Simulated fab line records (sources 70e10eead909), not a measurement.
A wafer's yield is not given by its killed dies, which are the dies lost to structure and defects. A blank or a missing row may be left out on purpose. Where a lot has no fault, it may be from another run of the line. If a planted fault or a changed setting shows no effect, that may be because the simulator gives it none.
The tool behind it: which one? | flow nand_harc | 33 wafers from 11 lots sampled at 6 of the route's 1302 steps

== WHAT EACH GAUGE READ, for each wafer ==
NHARC_P_ZERO_WELL_CD_MEAS_52: the cd target is 2000 nm.
lot  | measured     | on        | cd_nm (nm)
L626 | day 2 01:47  | cd_sem-02 | 2002.4 1998.9 1998.4
L627 | day 2 12:06  | cd_sem-03 | 2003.5 2002.3 2000.4
L629 | day 3 07:42  | cd_sem-01 | 1998.5 2000.6 2001.2
L630 | day 3 18:22  | cd_sem-01 | 1999.0 2000.0 1997.8
L633 | day 4 23:44  | cd_sem-03 | 1998.6 2000.0 1998.6
L642 | day 8 17:55  | cd_sem-02 | 1999.3 1999.3 1996.3
L643 | day 9 03:44  | cd_sem-03 | 2001.0 1996.5 2002.5
L645 | day 10 00:16 | cd_sem-01 | 1999.9 2000.3 1998.5
L646 | day 10 12:49 | cd_sem-03 | 2001.5 1996.4 2001.6
L648 | day 11 05:46 | cd_sem-02 | 2000.1 1999.9 1997.1
L649 | day 11 15:39 | cd_sem-02 | 2001.3 2001.5 2001.1

NHARC_P_GATE_INSPECT_28.
lot  | measured     | on                | raw_defect_count
L626 | day 5 14:35  | defect_inspect-02 | 10 4 7
L627 | day 5 14:21  | defect_inspect-02 | 5 3 6
L629 | day 6 12:49  | defect_inspect-02 | 5 8 11
L630 | day 6 18:34  | defect_inspect-02 | 10 6 6
L633 | day 7 20:44  | defect_inspect-02 | 9 8 9
L642 | day 11 20:53 | defect_inspect-02 | 17 16 20
L643 | day 12 01:23 | defect_inspect-02 | 13 23 24
L645 | day 12 20:40 | defect_inspect-01 | 7 9 9
L646 | day 13 13:44 | defect_inspect-01 | 2 5 5
L648 | day 14 01:41 | defect_inspect-01 | 9 8 8
L649 | day 14 15:32 | defect_inspect-01 | 2 5 6

NHARC_END_SORT_01.
lot  | measured     | on        | killed_at_array | killed_at_other | killed_at_periphery | killed_dies | killed_open | killed_short
L642 | day 30 20:25 | prober-02 | 49 64 66        | 0 1 0           | 7 9 15              | 56 74 81    | 2 2 0       | 0 2 1
L643 | day 31 10:04 | prober-02 | 81 75 75        | 0 0 0           | 3 12 11             | 84 87 86    | 1 7 2       | 1 3 4

== TOOL THAT RAN EACH LOT (tool first, then ch and the chambers of the sampled wafers, then the start) ==
lot  | NHARC_P_GATE_HM_DEP_102       | NHARC_P_GATE_HM_OPEN_105                      | NHARC_P_GATE_ETCH_114
L626 | acl_dep-01 ch 0, day 5 13:19  | rie_diel-02 ch 1,2,3, no start                | rie_diel-02 ch 1,2,3, no start
L627 | acl_dep-03 ch 0, day 5 12:59  | rie_diel-13 ch 0,1,2, no start                | rie_diel-13 ch 0,3, no start
L629 | acl_dep-01 ch 0, day 6 11:34  | rie_diel-05 ch 0,1, no start                  | rie_diel-05 ch 1,2,3, no start
L630 | acl_dep-02 ch 0, day 6 17:06  | rie_diel-05 ch 1,3, no start                  | rie_diel-05 ch 0,1,3, no start
L633 | acl_dep-02 ch 0, day 7 19:16  | rie_diel-13 ch 2,3, day 7 21:13 or earlier    | rie_diel-02 ch 0,1,2, day 7 21:13
L642 | acl_dep-01 ch 0, day 11 19:46 | rie_diel-02 ch 0,2,3, day 30 20:25 or earlier | rie_diel-02 ch 0,1, day 30 20:25 or earlier
L643 | acl_dep-01 ch 0, day 11 23:58 | rie_diel-02 ch 0,1, day 31 10:04 or earlier   | rie_diel-02 ch 0,1,3, day 31 10:04 or earlier
L645 | acl_dep-02 ch 0, day 12 19:12 | rie_diel-13 ch 1,2,3, no start                | rie_diel-13 ch 0,3, no start
L646 | acl_dep-03 ch 0, day 13 12:14 | rie_diel-02 ch 1,2, no start                  | rie_diel-02 ch 0,2, no start
L648 | acl_dep-02 ch 0, day 14 00:13 | rie_diel-13 ch 0,1,2, no start                | rie_diel-13 ch 0,2,3, no start
L649 | acl_dep-02 ch 0, day 14 14:05 | rie_diel-13 ch 1,2,3, no start                | rie_diel-13 ch 0,2,3, no start
- NHARC_P_GATE_HM_DEP_102: deposits aC, target thk 120 nm.
- NHARC_P_GATE_HM_OPEN_105: chemistry O2/COS, target depth 360 nm.
- NHARC_P_GATE_ETCH_114: etches the open film in CF4/O2, target depth 30 nm, overetch 3 nm, time 16.5 s.

== WHAT THE TOOLS THEMSELVES READ (means of the sampled wafers that have a number; where no wafer has one, the mark that the record gives instead) ==
NHARC_P_GATE_HM_DEP_102.
lot  | tool       | throttle_valve_pct (%)
L626 | acl_dep-01 | 34.999
L627 | acl_dep-03 | 35.002
L629 | acl_dep-01 | 34.998
L630 | acl_dep-02 | 34.997
L633 | acl_dep-02 | 35.001
L642 | acl_dep-01 | 35.003
L643 | acl_dep-01 | 34.997
L645 | acl_dep-02 | 35.008
L646 | acl_dep-03 | 35.000
L648 | acl_dep-02 | 34.997
L649 | acl_dep-02 | 35.004

NHARC_P_GATE_HM_OPEN_105.
lot  | tool        | drypump_motor_current_A (A) | o2_flow_sccm (sccm) | oes_product_au (a.u.) | rf_vpp_V (V) | showerhead_plenum_p_Torr (Torr) | throttle_valve_pct (%)
L626 | rie_diel-02 | 5.5                         | 399.6               | 0.998                 | 466.8        | 3.12                            | 28.326
L627 | rie_diel-13 | 5.9                         | 399.5               | 1.005                 | 469.7        | 3.22                            | 28.334
L629 | rie_diel-05 | 5.4                         | 398.8               | 1.001                 | 470.6        | 3.26                            | 28.332
L630 | rie_diel-05 | 6.4                         | 399.6               | 0.992                 | 469.1        | 3.23                            | 28.332
L633 | rie_diel-13 | 6.3                         | 401.0               | 0.993                 | 466.6        | 3.10                            | 28.335
L642 | rie_diel-02 | 6.0                         | 400.5               | 0.985                 | 467.4        | 3.13                            | 28.341
L643 | rie_diel-02 | 5.6                         | 401.3               | 0.980                 | 465.0        | 2.99                            | 28.323
L645 | rie_diel-13 | 6.1                         | 400.2               | 0.988                 | 467.1        | 3.12                            | 28.327
L646 | rie_diel-02 | 5.3                         | 400.8               | 1.005                 | 466.0        | 3.09                            | 28.330
L648 | rie_diel-13 | 5.9                         | 400.3               | 0.996                 | 469.4        | 3.21                            | 28.334
L649 | rie_diel-13 | 6.1                         | 400.2               | 1.001                 | 466.6        | 3.12                            | 28.329

NHARC_P_GATE_ETCH_114.
lot  | tool        | drypump_motor_current_A (A) | o2_flow_sccm (sccm) | oes_product_au (a.u.) | rf_vpp_V (V) | showerhead_plenum_p_Torr (Torr) | throttle_valve_pct (%)
L626 | rie_diel-02 | 5.5                         | 20.03               | 1.004                 | 198.1        | 1.33                            | 13.399
L627 | rie_diel-13 | 6.1                         | 19.92               | 0.994                 | 198.2        | 1.35                            | 13.394
L629 | rie_diel-05 | 6.2                         | 20.03               | 0.997                 | 198.8        | 1.40                            | 13.393
L630 | rie_diel-05 | 5.9                         | 19.97               | 0.999                 | 198.7        | 1.39                            | 13.400
L633 | rie_diel-02 | 5.7                         | 20.09               | 0.996                 | 196.7        | 1.33                            | 13.393
L642 | rie_diel-02 | 6.1                         | 19.91               | 0.981                 | 197.5        | 1.28                            | 13.404
L643 | rie_diel-02 | 5.7                         | 19.97               | 0.982                 | 197.5        | 1.29                            | 13.397
L645 | rie_diel-13 | 6.0                         | 20.01               | 0.990                 | 198.5        | 1.39                            | 13.401
L646 | rie_diel-02 | 6.1                         | 19.98               | 1.004                 | 198.6        | 1.38                            | 13.391
L648 | rie_diel-13 | 6.1                         | 20.04               | 0.995                 | 199.1        | 1.36                            | 13.394
L649 | rie_diel-13 | 6.1                         | 19.98               | 0.998                 | 198.1        | 1.36                            | 13.382

== THE ANSWER, worked out from the rows above alone ==
Rule: usual is defined by the lots themselves. The widest of any qualifying gaps counts: lots, ordered by their means at a reading, are off when they make up no more than a third of the lots, leave a main group of 4 or more, and stand apart from it by 3 or more times the standard deviation of that group's means. Not used: any main group whose means are identical at the precision the tables above print for the reading. A lot without any number at a reading at which 4 lots or more have one is off too. Any other lot the step has rows for is counted as sound. After the gauges, taken in route order, come the tools' own readings; for these a lot's mean is taken, as printed above. At the first step where some lot is off, the reading lying furthest off is the one used; lots without a number count as furthest.
Off: L642, L643, at NHARC_P_GATE_INSPECT_28 (raw_defect_count). Mean 6.7 and standard deviation 1.8 in the main group.
If a tool, at a process step before that reading, ran all the lots that are off and no sound lot after the first of them, it fits. The gauges at NHARC_P_GATE_INSPECT_28 are tried like those tools. Undecided on this evidence; 2 tools fit (acl_dep-01 at NHARC_P_GATE_HM_DEP_102, defect_inspect-02 at NHARC_P_GATE_INSPECT_28).

== WHAT WAS PUT IN BY THE SIMULATOR ==
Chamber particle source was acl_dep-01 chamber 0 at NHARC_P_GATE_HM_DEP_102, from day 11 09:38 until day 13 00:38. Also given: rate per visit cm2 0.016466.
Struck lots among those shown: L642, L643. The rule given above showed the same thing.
